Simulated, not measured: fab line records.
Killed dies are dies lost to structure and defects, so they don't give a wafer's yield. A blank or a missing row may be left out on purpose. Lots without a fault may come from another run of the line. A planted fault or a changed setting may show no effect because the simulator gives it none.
What tool caused it? :: flow n5_finfet :: Sampling: 24 lots, 72 wafers, 2 of 1938 route steps

## WHAT THE GAUGES SHOWED, per wafer
N5_BEOL_M10_INSPECT_30: inspects for defects (brightfield).
lot: L075
measured: day 11 05:26
on: defect_inspect-01
raw_defect_count: 313 456 452

lot: L074
measured: day 11 07:53
on: defect_inspect-02
raw_defect_count: 406 403 551

lot: L076
measured: day 11 18:43
on: defect_inspect-02
raw_defect_count: 518 358 549

lot: L077
measured: day 11 21:06
on: defect_inspect-02
raw_defect_count: 505 506 571

lot: L079
measured: day 12 03:02
on: defect_inspect-02
raw_defect_count: 631 576 603

lot: L078
measured: day 12 03:12
on: defect_inspect-01
raw_defect_count: 298 275 477

lot: L080
measured: day 12 07:01
on: defect_inspect-02
raw_defect_count: 395 336 369

lot: L083
measured: day 12 11:06
on: defect_inspect-02
raw_defect_count: 498 427 345

lot: L081
measured: day 13 08:47
on: defect_inspect-02
raw_defect_count: 360 378 367

lot: L084
measured: day 13 17:43
on: defect_inspect-02
raw_defect_count: 368 386 297

lot: L082
measured: day 13 17:28
on: defect_inspect-01
raw_defect_count: 585 661 443

lot: L088
measured: day 13 21:31
on: defect_inspect-01
raw_defect_count: 337 392 434

lot: L085
measured: day 14 04:41
on: defect_inspect-01
raw_defect_count: 288 413 269

lot: L086
measured: day 14 12:26
on: defect_inspect-01
raw_defect_count: 381 332 441

lot: L087
measured: day 14 12:36
on: defect_inspect-02
raw_defect_count: 430 492 467

lot: L089
measured: day 14 21:55
on: defect_inspect-02
raw_defect_count: 328 364 330

lot: L092
measured: day 15 00:47
on: defect_inspect-02
raw_defect_count: 467 363 363

lot: L090
measured: day 15 07:42
on: defect_inspect-01
raw_defect_count: 620 545 456

lot: L091
measured: day 15 07:52
on: defect_inspect-01
raw_defect_count: 384 408 447

lot: L093
measured: day 15 17:17
on: defect_inspect-02
raw_defect_count: 331 665 452

lot: L094
measured: day 15 20:11
on: defect_inspect-01
raw_defect_count: 639 742 490

lot: L095
measured: day 16 03:09
on: defect_inspect-01
raw_defect_count: 350 420 386

lot: L096
measured: day 16 20:12
on: defect_inspect-01
raw_defect_count: 519 511 406

lot: L097
measured: day 17 05:35
on: defect_inspect-02
raw_defect_count: 433 505 636

## TOOL THAT RAN EACH LOT (tool first, then ch and the chambers of the sampled wafers, then the start)
lot: L075
N5_BEOL_M9_DEP_56: pecvd-02 ch 1,2, day 11 00:07

lot: L074
N5_BEOL_M9_DEP_56: pecvd-04 ch 0,1,2, day 11 03:10

lot: L076
N5_BEOL_M9_DEP_56: pecvd-03 ch 0,1,2, day 11 12:00

lot: L077
N5_BEOL_M9_DEP_56: pecvd-04 ch 0,2, day 11 16:44

lot: L079
N5_BEOL_M9_DEP_56: pecvd-03 ch 0,1,2, day 11 22:08

lot: L078
N5_BEOL_M9_DEP_56: pecvd-02 ch 0,1, day 11 22:14

lot: L080
N5_BEOL_M9_DEP_56: pecvd-04 ch 1,2, day 11 23:36

lot: L083
N5_BEOL_M9_DEP_56: pecvd-03 ch 0,1, day 12 07:26

lot: L081
N5_BEOL_M9_DEP_56: pecvd-02 ch 0,1,2, day 13 04:07

lot: L084
N5_BEOL_M9_DEP_56: pecvd-04 ch 0,1,2, day 13 12:15

lot: L082
N5_BEOL_M9_DEP_56: pecvd-02 ch 1,2, day 13 12:22

lot: L088
N5_BEOL_M9_DEP_56: pecvd-03 ch 0,1, day 13 16:52

lot: L085
N5_BEOL_M9_DEP_56: pecvd-02 ch 0,1,2, day 13 20:45

lot: L086
N5_BEOL_M9_DEP_56: pecvd-03 ch 0,1,2, day 14 07:08

lot: L087
N5_BEOL_M9_DEP_56: pecvd-04 ch 1,2, day 14 09:55

lot: L089
N5_BEOL_M9_DEP_56: pecvd-03 ch 0,1, day 14 16:11

lot: L092
N5_BEOL_M9_DEP_56: pecvd-02 ch 1,2, day 14 21:03

lot: L090
N5_BEOL_M9_DEP_56: pecvd-03 ch 0,1,2, day 15 02:30

lot: L091
N5_BEOL_M9_DEP_56: pecvd-02 ch 0,1,2, day 15 02:59

lot: L093
N5_BEOL_M9_DEP_56: pecvd-04 ch 0,1, day 15 10:40

lot: L094
N5_BEOL_M9_DEP_56: pecvd-02 ch 0,1, day 15 16:54

lot: L095
N5_BEOL_M9_DEP_56: pecvd-02 ch 0,2, day 16 00:06

lot: L096
N5_BEOL_M9_DEP_56: pecvd-03 ch 1,2, day 16 16:00

lot: L097
N5_BEOL_M9_DEP_56: pecvd-02 ch 0,1, day 16 23:17
- N5_BEOL_M9_DEP_56: deposits SiCN from 3MS/NH3, target thk 15 nm, time 26.5 s.

## WHAT THE TOOLS THEMSELVES READ (means of the sampled wafers that have a number; where no wafer has one, the mark that the record gives instead)
N5_BEOL_M9_DEP_56.
lot: L075
tool: pecvd-02
showerhead_plenum_p_Torr (Torr): 3.666
throttle_valve_pct (%): 9.1

lot: L074
tool: pecvd-04
showerhead_plenum_p_Torr (Torr): 3.664
throttle_valve_pct (%): 8.8

lot: L076
tool: pecvd-03
showerhead_plenum_p_Torr (Torr): 3.671
throttle_valve_pct (%): 9.3

lot: L077
tool: pecvd-04
showerhead_plenum_p_Torr (Torr): 3.662
throttle_valve_pct (%): 8.6

lot: L079
tool: pecvd-03
showerhead_plenum_p_Torr (Torr): 3.665
throttle_valve_pct (%): 9.2

lot: L078
tool: pecvd-02
showerhead_plenum_p_Torr (Torr): 3.680
throttle_valve_pct (%): 9.3

lot: L080
tool: pecvd-04
showerhead_plenum_p_Torr (Torr): 3.659
throttle_valve_pct (%): 8.8

lot: L083
tool: pecvd-03
showerhead_plenum_p_Torr (Torr): 3.649
throttle_valve_pct (%): 9.4

lot: L081
tool: pecvd-02
showerhead_plenum_p_Torr (Torr): 3.669
throttle_valve_pct (%): 9.2

lot: L084
tool: pecvd-04
showerhead_plenum_p_Torr (Torr): 3.658
throttle_valve_pct (%): 8.9

lot: L082
tool: pecvd-02
showerhead_plenum_p_Torr (Torr): 3.665
throttle_valve_pct (%): 9.0

lot: L088
tool: pecvd-03
showerhead_plenum_p_Torr (Torr): 3.651
throttle_valve_pct (%): 9.6

lot: L085
tool: pecvd-02
showerhead_plenum_p_Torr (Torr): 3.673
throttle_valve_pct (%): 9.1

lot: L086
tool: pecvd-03
showerhead_plenum_p_Torr (Torr): 3.664
throttle_valve_pct (%): 9.5

lot: L087
tool: pecvd-04
showerhead_plenum_p_Torr (Torr): 3.658
throttle_valve_pct (%): 8.8

lot: L089
tool: pecvd-03
showerhead_plenum_p_Torr (Torr): 3.653
throttle_valve_pct (%): 9.7

lot: L092
tool: pecvd-02
showerhead_plenum_p_Torr (Torr): 3.668
throttle_valve_pct (%): 9.2

lot: L090
tool: pecvd-03
showerhead_plenum_p_Torr (Torr): 3.660
throttle_valve_pct (%): 9.3

lot: L091
tool: pecvd-02
showerhead_plenum_p_Torr (Torr): 3.672
throttle_valve_pct (%): 9.1

lot: L093
tool: pecvd-04
showerhead_plenum_p_Torr (Torr): 3.671
throttle_valve_pct (%): 9.1

lot: L094
tool: pecvd-02
showerhead_plenum_p_Torr (Torr): 3.675
throttle_valve_pct (%): 9.4

lot: L095
tool: pecvd-02
showerhead_plenum_p_Torr (Torr): 3.670
throttle_valve_pct (%): 8.9

lot: L096
tool: pecvd-03
showerhead_plenum_p_Torr (Torr): 3.650
throttle_valve_pct (%): 9.1

lot: L097
tool: pecvd-02
showerhead_plenum_p_Torr (Torr): 3.669
throttle_valve_pct (%): 9.4

## THE ANSWER, worked out from the rows above alone
Rule: the lots themselves supply what counts as usual. Put in order of their means at a reading, lots are off if they are a third of the lots or fewer, leave a main group of 4 or more, and stand apart from it by a gap of 3 or more times the standard deviation of the main group's means; of several such gaps the widest counts. A main group is skipped when, at the precision printed for the reading in the tables above, its means are all equal. Also off: a lot with no number at a reading for which 4 or more lots have one. All remaining lots with rows at the step are treated as sound. First the gauges in route order, then the tools' own readings, where a lot's mean is used as printed above. The first step at which some lot is off is used, and at that step the reading that is off furthest; a lot without a number counts as furthest.
None of the lots is off at any reading shown; this tells nothing.

## WHAT THE SIMULATOR PUT IN
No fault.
